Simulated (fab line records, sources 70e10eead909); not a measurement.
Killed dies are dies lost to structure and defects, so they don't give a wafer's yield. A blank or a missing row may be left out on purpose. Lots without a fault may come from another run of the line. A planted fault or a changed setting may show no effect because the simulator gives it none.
Which tool did it? | flow nand_harc | 12 lots, 36 wafers sampled, at 5 steps of a route of 1302

WHAT THE GAUGES READ, wafer by wafer
NHARC_END_SORT_01. Usual: killed_at_array 54, standard deviation 21; killed_at_other 1.0, standard deviation 1.2; killed_at_periphery 3.6, standard deviation 2.6; killed_dies 58, standard deviation 20; killed_open 3.3, standard deviation 1.9; killed_short 2.6, standard deviation 1.5.
lot  | measured     | on        | killed_at_array | killed_at_other | killed_at_periphery | killed_dies | killed_open | killed_short | flag
L608 | day 30 19:50 | prober-02 | 499 69 546      | 0 0 1           | 8 10 11             | 507 79 558  | 4 3 7       | 2 1 2        | OFF
L611 | day 32 21:08 | prober-01 | 67 70 553       | 0 1 0           | 6 4 6               | 73 75 559   | 7 1 6       | 4 3 2        | OFF

WHICH TOOL RAN EACH LOT (tool, then ch and the chambers of the sampled wafers, then the start)
lot  | NHARC_A_STAIRCASE_STRIP_171          | NHARC_A_STAIRCASE_ETCH_13                     | NHARC_A_STAIRCASE_ETCH_19          | NHARC_A_STAIRCASE_TRIM_20
L592 | plasma_asher-02 ch 0,1, day 15 13:35 | rie_diel-07 ch 1,2, day 15 16:23 or earlier   | rie_diel-07 ch 0,1,3, day 15 16:23 | rie_diel-01 ch 2,3, day 15 16:34
L593 | plasma_asher-01 ch 0,1, day 16 14:29 | rie_diel-03 ch 0,2, day 16 16:44 or earlier   | rie_diel-03 ch 1,2,3, day 16 16:44 | rie_diel-07 ch 1,2,3, day 16 16:58
L594 | plasma_asher-02 ch 0,1, day 16 18:44 | rie_diel-07 ch 0,2, day 16 21:05 or earlier   | rie_diel-07 ch 1,2, day 16 21:05   | rie_diel-07 ch 0,2, day 16 21:17
L595 | plasma_asher-01 ch 0,1, day 17 01:31 | rie_diel-03 ch 1,2,3, day 17 04:04 or earlier | rie_diel-03 ch 0,2,3, day 17 04:04 | rie_diel-03 ch 0,2,3, day 17 04:17
L598 | plasma_asher-01 ch 0,1, day 17 17:16 | rie_diel-01 ch 1,2,3, day 17 19:35 or earlier | rie_diel-01 ch 1,2,3, day 17 19:35 | rie_diel-07 ch 1,2,3, day 17 19:46
L599 | plasma_asher-01 ch 0,1, day 18 13:30 | rie_diel-03 ch 1,3, day 18 15:47 or earlier   | rie_diel-03 ch 0,1,3, day 18 15:47 | rie_diel-07 ch 1,2,3, day 18 15:58
L601 | plasma_asher-01 ch 0,1, day 19 21:50 | rie_diel-01 ch 2,3, day 20 00:22 or earlier   | rie_diel-01 ch 1,2, day 20 00:22   | rie_diel-07 ch 1,3, day 20 00:37
L603 | plasma_asher-01 ch 0,1, day 20 01:53 | rie_diel-01 ch 0,1, day 20 04:43 or earlier   | rie_diel-01 ch 0,3, day 20 04:43   | rie_diel-07 ch 1,2, day 20 04:55
L608 | plasma_asher-01 ch 0,1, day 22 04:28 | rie_diel-07 ch 1,2,3, day 22 06:55 or earlier | rie_diel-07 ch 0,2, day 22 06:55   | rie_diel-07 ch 0,2,3, day 22 07:05
L611 | plasma_asher-01 ch 0,1, day 23 12:24 | rie_diel-07 ch 0,1, day 23 14:53 or earlier   | rie_diel-07 ch 0,3, day 23 14:53   | rie_diel-07 ch 0,1,2, day 23 15:08
L614 | plasma_asher-02 ch 0,1, day 24 21:57 | rie_diel-01 ch 0,3, day 25 00:20 or earlier   | rie_diel-01 ch 0,3, day 25 00:20   | rie_diel-01 ch 1,2,3, day 25 00:36
L615 | plasma_asher-01 ch 0,1, day 24 22:11 | rie_diel-03 ch 1,2, day 25 00:37 or earlier   | rie_diel-03 ch 0,1,2, day 25 00:37 | rie_diel-03 ch 1,2,3, day 25 00:48
- NHARC_A_STAIRCASE_STRIP_171: strips in O2.
- NHARC_A_STAIRCASE_ETCH_13: etches the open film in C4F8/O2, target depth 100 nm, time 40.5 s.
- NHARC_A_STAIRCASE_ETCH_19: etches the open film in C4F8/O2, target depth 100 nm, time 40.5 s.
- NHARC_A_STAIRCASE_TRIM_20: chemistry O2, time 211.2 s.

WHAT THE TOOLS THEMSELVES READ (means of the sampled wafers that have a number; where no wafer has one, the mark that the record gives instead)
NHARC_A_STAIRCASE_STRIP_171. Usual: drypump_motor_current_A 5.5 A, standard deviation 0.38; heater_power_w 347 W, standard deviation 11; rf_refl_power_W 25 W, standard deviation 3.6.
lot  | tool            | drypump_motor_current_A (A) | heater_power_w (W) | rf_refl_power_W (W) | flag
L592 | plasma_asher-02 | 5.9                         | 350                | -                   | OFF
L593 | plasma_asher-01 | 5.2                         | 352                | 27                  |
L594 | plasma_asher-02 | 6.0                         | 353                | -                   | OFF
L595 | plasma_asher-01 | 5.3                         | 348                | 24                  |
L598 | plasma_asher-01 | 5.3                         | 350                | 24                  |
L599 | plasma_asher-01 | 5.2                         | 345                | 27                  |
L601 | plasma_asher-01 | 5.2                         | 358                | 27                  |
L603 | plasma_asher-01 | 5.3                         | 350                | -                   | OFF
L608 | plasma_asher-01 | 5.2                         | 348                | 26                  |
L611 | plasma_asher-01 | 5.2                         | 342                | 27                  |
L614 | plasma_asher-02 | 5.9                         | 337                | -                   | OFF
L615 | plasma_asher-01 | 5.3                         | 343                | 24                  |

NHARC_A_STAIRCASE_ETCH_13. Usual: oes_product_au 0.943 a.u., standard deviation 0.013; rf_vpp_V 895 V, standard deviation 4.1.
lot  | tool        | oes_product_au (a.u.) | rf_vpp_V (V) | flag
L592 | rie_diel-07 | 0.943                 | 893          |
L593 | rie_diel-03 | 0.938                 | 898          |
L594 | rie_diel-07 | 0.956                 | 891          |
L595 | rie_diel-03 | 0.931                 | 899          |
L598 | rie_diel-01 | 0.950                 | 895          |
L599 | rie_diel-03 | 0.942                 | 896          |
L601 | rie_diel-01 | 0.945                 | 893          |
L603 | rie_diel-01 | 0.918                 | 895          |
L608 | rie_diel-07 | 0.943                 | 894          |
L611 | rie_diel-07 | 0.914                 | 895          |
L614 | rie_diel-01 | 0.954                 | 895          |
L615 | rie_diel-03 | 0.961                 | 899          |

NHARC_A_STAIRCASE_ETCH_19. Usual: oes_product_au 0.941 a.u., standard deviation 0.01; rf_vpp_V 895 V, standard deviation 4.
lot  | tool        | oes_product_au (a.u.) | rf_vpp_V (V) | flag
L592 | rie_diel-07 | 0.918                 | 897          |
L593 | rie_diel-03 | 0.941                 | 899          |
L594 | rie_diel-07 | 0.932                 | 892          |
L595 | rie_diel-03 | 0.946                 | 900          |
L598 | rie_diel-01 | 0.945                 | 893          |
L599 | rie_diel-03 | 0.939                 | 897          |
L601 | rie_diel-01 | 0.946                 | 892          |
L603 | rie_diel-01 | 0.942                 | 896          |
L608 | rie_diel-07 | 1.057                 | 890          | OFF
L611 | rie_diel-07 | 0.988                 | 897          | OFF
L614 | rie_diel-01 | 0.952                 | 896          |
L615 | rie_diel-03 | 0.948                 | 896          |

NHARC_A_STAIRCASE_TRIM_20. Usual: drypump_motor_current_A 5.9 A, standard deviation 0.35; oes_product_au 1.000 a.u., standard deviation 0.011; rf_vpp_V 57.7 V, standard deviation 0.86; showerhead_plenum_p_Torr 3.51 Torr, standard deviation 0.12; throttle_valve_pct 17.036 %, standard deviation 0.0087.
lot  | tool        | drypump_motor_current_A (A) | oes_product_au (a.u.) | rf_vpp_V (V) | showerhead_plenum_p_Torr (Torr) | throttle_valve_pct (%) | flag
L592 | rie_diel-01 | 6.3                         | 1.010                 | 57.7         | 3.51                            | 17.039                 |
L593 | rie_diel-07 | 5.8                         | 1.010                 | 57.0         | 3.50                            | 17.041                 |
L594 | rie_diel-07 | 5.5                         | 0.995                 | 57.4         | 3.39                            | 17.044                 |
L595 | rie_diel-03 | 6.1                         | 0.997                 | 58.5         | 3.63                            | 17.036                 |
L598 | rie_diel-07 | 5.9                         | 0.998                 | 57.5         | 3.49                            | 17.041                 |
L599 | rie_diel-07 | 5.8                         | 1.009                 | 57.9         | 3.49                            | 17.034                 |
L601 | rie_diel-07 | 6.0                         | 1.001                 | 58.2         | 3.54                            | 17.028                 |
L603 | rie_diel-07 | 5.8                         | 1.007                 | 57.4         | 3.38                            | 17.036                 |
L608 | rie_diel-07 | 5.6                         | 1.001                 | 57.1         | 3.47                            | 17.036                 |
L611 | rie_diel-07 | 5.6                         | 0.997                 | 57.9         | 3.42                            | 17.042                 |
L614 | rie_diel-01 | 6.3                         | 1.011                 | 57.8         | 3.44                            | 17.034                 |
L615 | rie_diel-03 | 6.2                         | 1.005                 | 58.1         | 3.59                            | 17.038                 |

THE ANSWER, worked out from the rows above alone
Rule: a lot is off if the mean of its wafers that have a number lies more than 3 standard deviations from the usual mean. A lot without any number at a reading at which 4 lots or more have one is off too. The other lots that the step has rows for count as sound. The gauges are gone through in route order, then the tools' own readings, and for those a lot's mean is taken as printed above. The first step at which some lot is off is used, and at that step the reading that is off furthest; a lot without a number counts as furthest.
Off: L608, L611, at NHARC_END_SORT_01 (killed_dies). Neither off nor sound, because the step has no rows for them: L592, L593, L594, L595, L598, L599, L601, L603, L614, L615.
A tool fits if, at a process step before that reading, it ran every lot that is off, and no sound lot after the first of them. The gauges at NHARC_END_SORT_01 aren't tried: what is off there is off at NHARC_A_STAIRCASE_ETCH_19 too, on other tools, and a gauge's error can't cause that. NHARC_A_STAIRCASE_ETCH_13 gives no start for some lots, so the hours and the order of its lots are those of NHARC_A_STAIRCASE_ETCH_19. Can't be told from this: 2 tools fit, plasma_asher-01 at NHARC_A_STAIRCASE_STRIP_171, rie_diel-07 at NHARC_A_STAIRCASE_ETCH_13 and NHARC_A_STAIRCASE_ETCH_19 and NHARC_A_STAIRCASE_TRIM_20.

WHAT THE SIMULATOR HAD PUT IN
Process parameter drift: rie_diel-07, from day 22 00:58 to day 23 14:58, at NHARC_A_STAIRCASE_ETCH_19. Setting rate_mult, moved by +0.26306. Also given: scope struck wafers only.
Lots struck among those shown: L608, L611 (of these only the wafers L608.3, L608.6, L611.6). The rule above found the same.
